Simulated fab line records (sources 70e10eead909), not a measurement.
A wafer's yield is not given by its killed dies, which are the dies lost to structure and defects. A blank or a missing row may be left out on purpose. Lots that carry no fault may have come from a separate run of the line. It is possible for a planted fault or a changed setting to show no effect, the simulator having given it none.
Matching of chambers :: flow nand_harc :: NHARC_A_DECK1_JOINT_DEP_16 on pecvd-02: 3 sister chambers
The step deposits SiO2, target thk 45 nm. 6 wafers are shown with their chamber, then 8 later ones without.

EACH WAFER AND ITS CHAMBER
wafer: L594.5
chamber: 0
heater_power_w (W): 532
throttle_valve_pct (%): 15.8

wafer: L596.3
chamber: 0
heater_power_w (W): 566
throttle_valve_pct (%): 16.0

wafer: L596.6
chamber: 2
heater_power_w (W): 319
throttle_valve_pct (%): 16.2

wafer: L599.5
chamber: 2
heater_power_w (W): 345
throttle_valve_pct (%): 15.9

wafer: L600.5
chamber: 1
heater_power_w (W): 533
throttle_valve_pct (%): 15.8

wafer: L608.2
chamber: 1
heater_power_w (W): 471
throttle_valve_pct (%): 15.3

WAFERS WHOSE CHAMBER IS MISSING
wafer: L608.3
heater_power_w (W): 381
throttle_valve_pct (%): 15.9

wafer: L608.5
heater_power_w (W): 397
throttle_valve_pct (%): 15.7

wafer: L611.1
heater_power_w (W): 518
throttle_valve_pct (%): 15.9

wafer: L611.3
heater_power_w (W): 451
throttle_valve_pct (%): 15.4

wafer: L611.4
heater_power_w (W): 346
throttle_valve_pct (%): 15.6

wafer: L612.2
heater_power_w (W): 526
throttle_valve_pct (%): 15.8

wafer: L612.4
heater_power_w (W): 401
throttle_valve_pct (%): 15.8

wafer: L612.5
heater_power_w (W): 530
throttle_valve_pct (%): 15.5

WHICH CHAMBER EACH WENT THROUGH
wafer: L608.3
from the rows above: 2
in truth: 2

wafer: L608.5
from the rows above: can't be placed: 2 or 1
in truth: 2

wafer: L611.1
from the rows above: can't be placed: 0 or 1
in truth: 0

wafer: L611.3
from the rows above: can't be placed: 1 or 0
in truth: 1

wafer: L611.4
from the rows above: 2
in truth: 2

wafer: L612.2
from the rows above: can't be placed: 0 or 1
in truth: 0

wafer: L612.4
from the rows above: can't be placed: 2 or 1
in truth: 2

wafer: L612.5
from the rows above: can't be placed: 1 or 0
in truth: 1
2 of 8 placed correctly. Not placeable from these rows: 6 (in 6, the candidates include the true chamber). 0 placed wrongly.
How it was worked out, from the rows above alone: a wafer's distance from a chamber is the root of the sum, over the readings, of the square of ((its reading less the chamber's mean) divided by the reading's scatter). The wafer belongs to the nearest chamber; if the next one is less than 2 further off, it can't be placed. Each chamber's mean is taken over the wafers shown for it. The scatter: the root of (the sum of the squares of (reading less its chamber's mean) over the shown wafers, divided by (wafers less chambers)).
